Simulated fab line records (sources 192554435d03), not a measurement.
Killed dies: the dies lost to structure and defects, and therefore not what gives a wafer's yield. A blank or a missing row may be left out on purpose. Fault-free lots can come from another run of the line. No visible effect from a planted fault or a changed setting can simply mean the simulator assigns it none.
The tool behind it: which one?    flow n5 finfet    Sampling: 8 lots, 24 wafers, 4 of 1938 route steps

## WHAT EACH GAUGE READ, for each wafer
N5_DUMMY_GATE_THK_MEAS_05.
lot   measured     on             thk nm (nm)
L696  day 4 05:22  film metro-01  71.9 70.2 70.4
L697  day 4 11:12  film metro-02  73.7 72.9 72.3
L701  day 5 13:29  film metro-02  72.7 71.8 74.1
L703  day 6 00:23  film metro-02  72.0 72.2 72.6
L704  day 6 11:28  film metro-01  73.4 73.7 73.1
L709  day 7 14:05  film metro-01  44.8 45.8 44.4
L710  day 7 18:53  film metro-02  45.7 45.5 47.4
L711  day 8 07:40  film metro-02  45.7 46.5 45.0

## WHICH TOOL RAN EACH LOT (tool, then ch and the chambers of the sampled wafers, then the start)
lot   N5_FIN_CUT_STRIP_22                N5_STI_FIN_REVEAL_STRIP_24         N5_DUMMY_GATE_CVD_03
L696  rie diel-03 ch 0,3, day 3 15:46    rie diel-02 ch 1,2,3, day 3 21:45  lpcvd-01 ch 0/65,0/75,0/89, day 4 01:23
L697  rie diel-04 ch 0,1, day 3 21:26    rie diel-02 ch 1,2, day 4 03:31    lpcvd-01 ch 1/70,1/79,1/89, day 4 07:13
L701  rie diel-04 ch 1,2,3, day 4 23:26  rie diel-05 ch 0,2, day 5 06:11    lpcvd-01 ch 1/45,1/54,1/59, day 5 09:27
L703  rie diel-04 ch 1,2,3, day 5 10:28  rie diel-06 ch 0,3, day 5 16:44    lpcvd-01 ch 1/50,1/54,1/64, day 5 20:24
L704  rie diel-04 ch 0,3, day 5 22:05    rie diel-05 ch 1,2, day 6 04:14    lpcvd-01 ch 1/45,1/59,1/64, day 6 07:28
L709  rie diel-04 ch 0,2,3, day 7 00:24  rie diel-02 ch 0,2,3, day 7 06:29  lpcvd-01 ch 0/70,0/84,0/89, day 7 10:05
L710  rie diel-04 ch 0,1,3, day 7 05:23  rie diel-02 ch 0,2,3, day 7 11:41  lpcvd-01 ch 1/40,1/54,1/64, day 7 14:53
L711  rie diel-03 ch 0,1,2, day 7 13:42  rie diel-02 ch 1,2,3, day 7 19:47  lpcvd-01 ch 0/100,0/104,0/90, day 7 23:06
- N5_FIN_CUT_STRIP_22: strips in N2/H2.
- N5_STI_FIN_REVEAL_STRIP_24: strips in N2/H2, time 90 s.
- N5_DUMMY_GATE_CVD_03: deposits a-Si from SiH4, target thk 150 nm, time 8042 s.

## THE ANSWER, worked out from the rows above alone
Rule: usual is defined by the lots themselves. Put in order of their means at a reading, lots are off if they are a third of the lots or fewer, leave a main group of 4 or more, and stand apart from it by a gap of 3 or more times the standard deviation of the main group's means; of several such gaps the widest counts. A main group is skipped when, at the precision printed for the reading in the tables above, its means are all equal. Also off: a lot with no number at a reading for which 4 or more lots have one. Any other lot the step has rows for is counted as sound.
No lot is off at any reading shown: from this, nothing can be told.

## WHAT THE SIMULATOR HAD PUT IN
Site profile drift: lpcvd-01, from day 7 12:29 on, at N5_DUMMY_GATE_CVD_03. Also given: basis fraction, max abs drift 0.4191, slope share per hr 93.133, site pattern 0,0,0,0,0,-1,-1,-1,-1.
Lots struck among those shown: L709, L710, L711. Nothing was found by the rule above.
